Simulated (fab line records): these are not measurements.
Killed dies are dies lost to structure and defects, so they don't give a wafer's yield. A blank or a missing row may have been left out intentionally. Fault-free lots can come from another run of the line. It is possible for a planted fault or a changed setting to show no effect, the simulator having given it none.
The same fault as seen by 2 desks + flow n5Finfet + every desk sees just its own numbers, and what lay behind them comes last

## AT THE METROLOGY DESK
Means of the sampled wafers that have a number, per lot and without regard to the tool the lot ran on: this is what the gauges read. A lot is out of limits, marked OUT, if its mean lies more than 4 standard deviations from the usual mean; the brackets give that distance. It has 10 readings; the 7 that lie furthest out on some lot are the ones shown.
Columns: A = DIBL_N at N5_BEOL_M4_RC_MEAS_101, usual 35.9 mV/V; B = IOFF_P at N5_BEOL_M4_RC_MEAS_101, usual 0.21 nA/um; C = ION_N at N5_BEOL_M4_RC_MEAS_101, usual 672 uA/um; D = ION_P at N5_BEOL_M4_RC_MEAS_101, usual 461 uA/um; E = SS_N at N5_BEOL_M4_RC_MEAS_101, usual 71.4 mV/dec; F = VT_N at N5_BEOL_M4_RC_MEAS_101, usual 249.3 mV; G = VT_P at N5_BEOL_M4_RC_MEAS_101, usual -250 mV
| lot  | first seen here | A    | B    | C   | D   | E    | F     | G    |
|------|-----------------|------|------|-----|-----|------|-------|------|
| L296 | day 8 04:54     | 36.5 | 0.23 | 673 | 462 | 72.2 | 248.2 | -246 |
| L298 | day 9 04:48     | 37.0 | 0.24 | 677 | 460 | 71.6 | 248.8 | -247 |
| L307 | day 11 10:02    | 36.7 | 0.22 | 683 | 464 | 71.8 | 246.0 | -250 |
| L308 | day 11 10:28    | 35.7 | 0.22 | 675 | 465 | 71.3 | 249.6 | -249 |
| L310 | day 11 15:05    | 34.6 | 0.16 | 669 | 455 | 71.0 | 249.0 | -254 |
| L316 | day 13 03:45    | 37.7 | 0.23 | 677 | 465 | 71.5 | 248.6 | -250 |
| L315 | day 13 21:21    | 36.7 | 0.17 | 660 | 447 | 71.5 | 250.3 | -256 |
| L318 | day 14 04:16    | 36.4 | 0.20 | 673 | 459 | 71.1 | 251.7 | -252 |
This desk's verdict: no lot among the 8 shows anything out of limits.

## AT THE TOOL OWNER'S DESK: pvdSputter-02
The tool's own readings at N5_BEOL_M13_SPUTTER_44 (material Ta, target thk 10 nm, time 16.13 s): means of the sampled wafers that have a number, for each lot that ran on this tool. A lot is out of limits, marked OUT, if its mean lies more than 4 standard deviations from the usual mean; the brackets give that distance.
Columns: A = biasV at N5_BEOL_M13_SPUTTER_44, usual 80.0 V; B = cathodeDcPowerW at N5_BEOL_M13_SPUTTER_44, usual 15000 W; C = throttleValvePct at N5_BEOL_M13_SPUTTER_44, usual 30.1 %
| lot  | first seen here | A    | B     | C    |
|------|-----------------|------|-------|------|
| L296 | day 11 07:03    | 80.2 | 14999 | 30.1 |
| L298 | day 12 03:41    | 80.3 | 15002 | 29.4 |
| L318 | day 17 19:53    | 80.3 | 15002 | 31.5 |
This desk's verdict: no lot among the 3 shows anything out of limits.

## BROUGHT TOGETHER
The metrology desk saw nothing out of limits.
Nothing out of limits was seen by the tool owner's desk.

## WHAT WAS PUT IN BY THE SIMULATOR
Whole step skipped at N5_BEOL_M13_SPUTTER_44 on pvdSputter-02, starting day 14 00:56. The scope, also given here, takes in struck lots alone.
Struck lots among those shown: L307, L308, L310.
